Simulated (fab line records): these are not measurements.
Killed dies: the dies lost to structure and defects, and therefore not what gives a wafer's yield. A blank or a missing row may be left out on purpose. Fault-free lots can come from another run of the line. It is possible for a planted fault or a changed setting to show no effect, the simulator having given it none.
fab line records ; flow nand_harc
record lots=5; wafers=15; last_day=33
route steps=1302 shown A_SLIT@940 A_SIN_REMOVE@947 A_WL_FILL@952
lots untouched by any fault: they come from a run of this same line in which no faults occurred
start_h: the number of hours between the record's first day and the start of the first shown wafer of the lot ; wait_h: hours from the lot's prior step to this one ; " as in the row above ; L1.1+2: several wafers, shown together as one row ; - no value, or no start given ; * or withheld: withheld ; < > ~ a bound
route shown NAME@n: NAME is a module with steps in the file, n the number in the route of the first one ; usual: mean and standard deviation over wafers with no fault ; same: alike in all rows ; chamber/n: place in a boat ; sites: the reading at each site ; _std_site: standard deviation across them ; _edge_site: outer sites' mean less inner sites' ; radius_mm: for every site, how far away it sits from the centre of the wafer ; mask NAME#n: copy n ; behind: the tool/chamber that last shaped the wafer ; hold: what put the lot on hold/how long, in hours/how the hold closed ; device: names the non-switching transistor (n, p or np) ; end of line: the same wafers' tests at the end of the route ; a step given without rows: its recipe and nothing more ; killed: the dies lost at the first sort to structure and to defects; this is not the yield of the wafer ; map: shows each die of a wafer: x if killed, . if not, _ if none is there
set.NAME: the setting the step ran with; set.NAME@STEP: the setting that earlier step ran with ; model.NAME: the simulator's own value behind a step, which no gauge read
certain route steps with their lots: each step a table, each wafer a row
services: when a tool's chamber went out of use (start_h, in hours from the record's first day, below 0 if earlier), for how many hours, and the reason
## steps
# step NHARC_A_SLIT_ETCH_26
# recipe bias_v=400; source_w=2000; pressure_mtorr=25; time_s=90; ar_flow_sccm=375; c4f8_flow_sccm=41.7; o2_flow_sccm=83.3; target_depth_a=4000; chemistry=C4F8/O2/Ar
# usual chamber_pressure_mTorr=24.997/0.025; drypump_motor_current_A=5.8/0.49; showerhead_plenum_p_Torr=3.82/0.13; throttle_valve_pct=27.619/0.0088
lot.wafer;tool;chamber;start_h;wait_h;chamber_pressure_mTorr;drypump_motor_current_A;rf_hours_counter_h;showerhead_plenum_p_Torr;throttle_valve_pct
L426.2;har_etch-01;1;471.11;3.0;25.003;6.1;252;3.68;27.619
L426.1;har_etch-01;0;471.11;3.0;24.975;6.4;252;3.68;27.616
L426.4;har_etch-01;0;471.11;3.0;25.000;6.4;-;3.68;27.611
L429.1;har_etch-02;1;501.07;3.0;25.020;6.1;65;3.94;27.620
L429.4;har_etch-02;0;501.07;3.0;25.031;5.1;-;3.94;27.613
L429.5;har_etch-02;0;501.07;3.0;25.040;5.1;-;3.94;27.617
L438.1;har_etch-02;1;593.89;2.4;25.012;6.1;119;3.91;27.613
L438.5;har_etch-02;0;593.89;2.4;25.038;5.1;-;3.91;27.605
L438.6;har_etch-02;1;593.89;2.4;24.947;6.1;-;3.91;27.609
L440.1;har_etch-02;1;609.86;3.0;24.970;6.1;126;3.91;27.613
L440.2;har_etch-02;0;609.86;3.0;24.979;5.1;126;3.91;27.616
L440.3;har_etch-02;0;609.86;3.0;24.990;5.1;-;3.91;27.618
L448.1;har_etch-02;0;690.67;3.1;25.009;5.1;176;3.88;27.616
L448.2;har_etch-02;1;690.67;3.1;24.978;6.1;176;3.88;27.621
L448.4;har_etch-02;0;690.67;3.1;25.028;5.1;-;3.88;27.620
# step NHARC_A_SLIT_STRIP_28
# recipe o2_flow_sccm=400; cos_flow_sccm=20; ar_flow_sccm=0; bias_w=0; chemistry=O2/COS
# step NHARC_A_SLIT_ETCH_29
# recipe target_depth_a=1000; overetch_a=100; time_s=55; ion_energy_ev=100; cf4_flow_sccm=80; o2_flow_sccm=20; ar_flow_sccm=0; rf_w=300; bias_w=100; chemistry=CF4/O2
# usual bias_w=100.02/0.29; chamber_pressure_mTorr=30.00/0.039; drypump_motor_current_A=5.7/0.4; oes_product_au=0.997/0.0081; rf_vpp_V=197.5/1.6; showerhead_plenum_p_Torr=1.32/0.071; throttle_valve_pct=13.397/0.0087
lot.wafer;tool;chamber;start_h;wait_h;bias_w;chamber_pressure_mTorr;drypump_motor_current_A;oes_product_au;rf_hours_counter_h;rf_vpp_V;showerhead_plenum_p_Torr;throttle_valve_pct
L426.1;rie_diel-03;3;471.99;0.1;100.00;30.04;5.3;1.003;0.0;196.3;1.30;13.397
L426.4;rie_diel-03;0;471.99;0.1;99.65;29.96;6.3;1.007;0.1;194.9;1.26;13.392
L426.2;rie_diel-03;2;471.99;0.1;100.20;29.94;5.6;1.002;0.1;195.8;1.26;13.403
L429.4;rie_diel-03;0;501.96;0.1;100.20;30.01;6.3;0.994;0.8;195.7;1.26;13.389
L429.1;rie_diel-03;1;501.96;0.1;100.17;29.93;6.4;0.992;0.7;196.8;1.28;13.401
L429.5;rie_diel-03;1;501.96;0.1;100.10;30.05;6.4;0.997;-;196.8;1.28;13.410
L438.1;rie_diel-03;3;594.75;0.1;100.20;30.04;5.3;0.999;4.6;198.4;1.30;13.396
L438.5;rie_diel-03;3;594.75;0.1;99.75;30.00;5.3;0.995;-;196.3;1.30;13.394
L438.6;rie_diel-03;0;594.75;0.1;100.26;30.04;6.3;0.993;-;196.2;1.26;13.372
L440.3;rie_diel-06;3;610.77;0.1;99.40;30.03;6.0;0.993;7.4;198.8;1.36;13.404
L440.1;rie_diel-06;1;610.77;0.1;99.79;30.03;5.7;0.990;6.7;199.0;1.42;13.392
L440.2;rie_diel-06;2;610.77;0.1;100.25;29.97;5.1;0.998;6.8;195.9;1.25;13.405
L448.2;rie_diel-05;0;691.55;0.1;99.99;29.95;5.1;0.997;5.6;199.8;1.41;13.400
L448.4;rie_diel-05;2;691.55;0.1;99.71;29.99;5.8;0.997;4.6;200.0;1.41;13.390
L448.1;rie_diel-05;3;691.55;0.1;99.97;30.03;6.0;0.990;5.3;195.2;1.24;13.401
# step NHARC_A_SLIT_STRIP_18
# recipe o2_flow_sccm=500; ar_flow_sccm=0; bias_w=0; chemistry=O2
# usual chamber_pressure_mTorr=59.99/0.052; drypump_motor_current_A=5.7/0.4; oes_product_au=0.998/0.0092; rf_vpp_V=57.6/0.93; showerhead_plenum_p_Torr=3.49/0.18; throttle_valve_pct=17.035/0.0088
# same bias_w=0
lot.wafer;tool;chamber;start_h;wait_h;chamber_pressure_mTorr;drypump_motor_current_A;oes_product_au;rf_hours_counter_h;rf_vpp_V;showerhead_plenum_p_Torr;throttle_valve_pct
L426.1;rie_diel-03;1;-;-;60.00;6.5;0.999;0.1;56.6;3.40;17.037
L426.2;rie_diel-03;2;-;-;60.06;5.6;1.011;0.1;58.0;3.33;17.039
L426.4;rie_diel-03;3;-;-;60.14;5.3;0.998;0.1;56.2;3.43;17.046
L429.1;rie_diel-03;1;-;-;60.03;6.4;1.006;0.8;57.2;3.40;17.047
L429.4;rie_diel-03;2;-;-;59.98;5.6;1.001;0.7;56.1;3.33;17.033
L429.5;rie_diel-03;1;-;-;59.99;6.5;0.996;-;56.1;3.40;17.032
L438.1;rie_diel-03;1;-;-;60.01;6.4;1.002;6.6;58.1;3.40;17.032
L438.5;rie_diel-03;3;-;-;59.98;5.3;1.004;-;57.5;3.43;17.038
L438.6;rie_diel-03;0;-;-;59.89;6.3;1.009;-;57.3;3.33;17.031
L440.2;rie_diel-06;2;-;-;60.08;5.1;0.990;6.9;57.6;3.31;17.032
L440.1;rie_diel-06;3;-;-;60.08;6.0;0.978;7.5;57.6;3.60;17.048
L440.3;rie_diel-06;1;-;-;60.04;5.8;0.988;6.7;58.9;3.75;17.046
L448.2;rie_diel-05;2;-;-;59.92;5.8;1.010;4.7;59.2;3.72;17.037
L448.1;rie_diel-05;3;-;-;60.00;6.0;0.993;5.3;55.3;3.29;17.041
L448.4;rie_diel-05;1;-;-;60.00;5.4;0.992;5.0;58.9;3.55;17.043
# step NHARC_A_SLIT_PRECLEAN_19
# recipe time_s=*; temp_c=50; bath_age_min=0; chemistry=SC1
# step NHARC_A_SLIT_SRD_20
# step NHARC_A_SLIT_CD_MEAS_21
# usual cd_nm=289.7/0.72
lot.wafer;tool;chamber;start_h;wait_h;cd_nm
L426.1;cd_sem-01;-;472.53;-;290.3
L426.2;cd_sem-01;-;472.53;-;289.6
L426.4;cd_sem-01;-;472.53;-;289.9
L429.1;cd_sem-03;-;502.49;-;290.5
L429.4;cd_sem-03;-;502.49;-;290.4
L429.5;cd_sem-03;-;502.49;-;290.5
L438.1;cd_sem-03;-;595.28;-;289.9
L438.5;cd_sem-03;-;595.28;-;290.0
L438.6;cd_sem-03;-;595.28;-;290.0
L440.1;cd_sem-02;-;611.37;-;290.2
L440.2;cd_sem-02;-;611.37;-;289.3
L440.3;cd_sem-02;-;611.37;-;289.3
L448.1;cd_sem-01;-;692.08;-;289.9
L448.2;cd_sem-01;-;692.08;-;290.9
L448.4;cd_sem-01;-;692.08;-;290.0
# step NHARC_A_SIN_REMOVE_WET_00
# recipe temp_c=160; time_s=15300; chemistry=H3PO4
# step NHARC_A_SIN_REMOVE_PRECLEAN_01
# recipe time_s=*; temp_c=50; bath_age_min=0; chemistry=SC1
# step NHARC_A_SIN_REMOVE_SRD_02
# step NHARC_A_SIN_REMOVE_INSPECT_04
# usual raw_defect_count=386/84
lot.wafer;tool;chamber;start_h;wait_h;raw_defect_count
L426.1;defect_inspect-01;-;479.13;0.0;407
L426.2;defect_inspect-01;-;479.13;0.0;495
L426.4;defect_inspect-01;-;479.13;0.0;460
L429.1;defect_inspect-02;-;510.38;0.0;411
L429.4;defect_inspect-02;-;510.38;0.0;375
L429.5;defect_inspect-02;-;510.38;0.0;425
L438.1;defect_inspect-02;-;602.19;0.0;453
L438.5;defect_inspect-02;-;602.19;0.0;457
L438.6;defect_inspect-02;-;602.19;0.0;301
L440.1;defect_inspect-01;-;621.23;0.0;489
L440.2;defect_inspect-01;-;621.23;0.0;422
L440.3;defect_inspect-01;-;621.23;0.0;379
L448.1;defect_inspect-01;-;698.78;0.0;400
L448.2;defect_inspect-01;-;698.78;0.0;319
L448.4;defect_inspect-01;-;698.78;0.0;386
# step NHARC_A_WL_FILL_ALD_00
# recipe target_thk_a=30; pulse_time_s=3; ald_cycles=30; temp_c=300; material=Al2O3
# usual ald_cycles=30/0; heater_power_w=464/45; precursor_pulse_height_rel=1.001/0.02
lot.wafer;tool;chamber;start_h;wait_h;ald_cycles;heater_power_w;precursor_pulse_height_rel;since_wet_clean_h
L426.4;ald_hk-04;3;479.20;0.1;30;412;0.990;36
L426.1;ald_hk-04;0;479.20;0.1;30;539;0.977;36
L426.2;ald_hk-04;2;479.20;0.1;30;473;1.033;36
L429.1;ald_hk-03;3;510.45;0.1;30;467;1.000;105
L429.4;ald_hk-03;2;510.45;0.1;30;486;1.030;105
L429.5;ald_hk-03;3;510.45;0.1;30;460;1.011;-
L438.1;ald_hk-03;1;602.30;0.1;23;458;1.022;18
L438.6;ald_hk-03;3;602.30;0.1;30;464;0.995;-
L438.5;ald_hk-03;0;602.30;0.1;30;475;1.013;-
L440.1;ald_hk-04;2;621.33;0.1;30;471;1.013;0
L440.3;ald_hk-04;3;621.33;0.1;30;409;1.005;0
L440.2;ald_hk-04;0;621.33;0.1;30;531;0.976;0
L448.4;ald_hk-04;0;698.87;0.1;30;528;0.983;78
L448.1;ald_hk-04;1;698.87;0.1;30;381;0.994;78
L448.2;ald_hk-04;2;698.87;0.1;30;473;1.025;78
# step NHARC_A_WL_FILL_RTA_01
# recipe temp_c=1000; time_s=5
# usual lamp_power_pct=32.0/0.58; wafer_temp_C_max=1004.1/1.1
lot.wafer;tool;chamber;start_h;wait_h;lamp_power_pct;wafer_temp_C_max
L426.1;rtp_anneal-01;0;479.62;-;31.5;1002.6
L426.2;rtp_anneal-01;0;479.62;-;31.4;1002.5
L426.4;rtp_anneal-01;0;479.62;-;31.4;1003.2
L429.1;rtp_anneal-01;0;510.70;-;31.5;1003.8
L429.4;rtp_anneal-01;0;510.70;-;31.4;1003.7
L429.5;rtp_anneal-01;0;510.70;-;31.5;1003.3
L438.1;rtp_anneal-01;0;602.51;-;31.5;1003.3
L438.5;rtp_anneal-01;0;602.51;-;31.5;1004.6
L438.6;rtp_anneal-01;0;602.51;-;31.5;1002.8
L440.1;rtp_anneal-01;0;621.57;-;31.4;1003.2
L440.2;rtp_anneal-01;0;621.57;-;31.4;1003.2
L440.3;rtp_anneal-01;0;621.57;-;31.4;1002.6
L448.1;rtp_anneal-02;0;699.11;-;32.6;1005.6
L448.2;rtp_anneal-02;0;699.11;-;32.6;1005.0
L448.4;rtp_anneal-02;0;699.11;-;32.6;1005.0
## services
tool;chamber;start_h;hours;kind
rie_diel-06;-;451.63;1.1;repair
rie_diel-03;-;458.35;9.0;pm
rie_diel-03;0;458.35;9.0;vent_cycle
rie_diel-03;1;458.35;9.0;vent_cycle
rie_diel-03;2;458.35;9.0;vent_cycle
rie_diel-06;-;484.26;9.0;pm
rie_diel-05;3;491.89;8.0;repair
ald_hk-03;-;499.69;0.7;repair
rie_diel-03;3;505.65;8.8;repair
rtp_anneal-02;-;546.89;1.3;repair
rie_diel-05;1;547.94;10.0;repair
rie_diel-03;3;556.88;8.2;repair
rie_diel-06;0;561.75;9.6;repair
rie_diel-05;-;583.60;9.0;pm
ald_hk-03;-;595.53;2.6;repair
rie_diel-06;0;607.72;5.1;repair
ald_hk-04;-;611.06;10.0;pm
rie_diel-03;-;635.35;9.0;pm
rie_diel-06;-;638.59;0.4;repair
rie_diel-03;0;649.67;2.8;repair
rie_diel-03;-;653.99;1.5;repair
rie_diel-06;-;661.26;9.0;pm
rie_diel-03;2;665.88;5.1;repair
rie_diel-03;3;681.30;5.8;repair
## key
first_sign step=NHARC_A_WL_FILL_ALD_00; reading=ald_cycles; direction=down; sigmas=99+; usual=30; struck=23
effect none on later readings
met_at NHARC_A_WL_FILL_ALD_00
struck_wafers L438.1
tester_left_out L438
fault kind=process_parameter_drift; tool=ald_hk-03; chamber=1; onset_h=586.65; steps=NHARC_A_WL_FILL_ALD_00; channel=ald_cycles; offset=-7; shape=step; end_h=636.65; acts_in=these_recipes_only; stated=30
# tester_left_out: of these lots the tester's yield and bins aren't shown, on N5 and GAA mostly nor the transistor test; their killed dies are dies lost to structure and defects alone, not to doping, threshold or leakage, so they don't give the yield
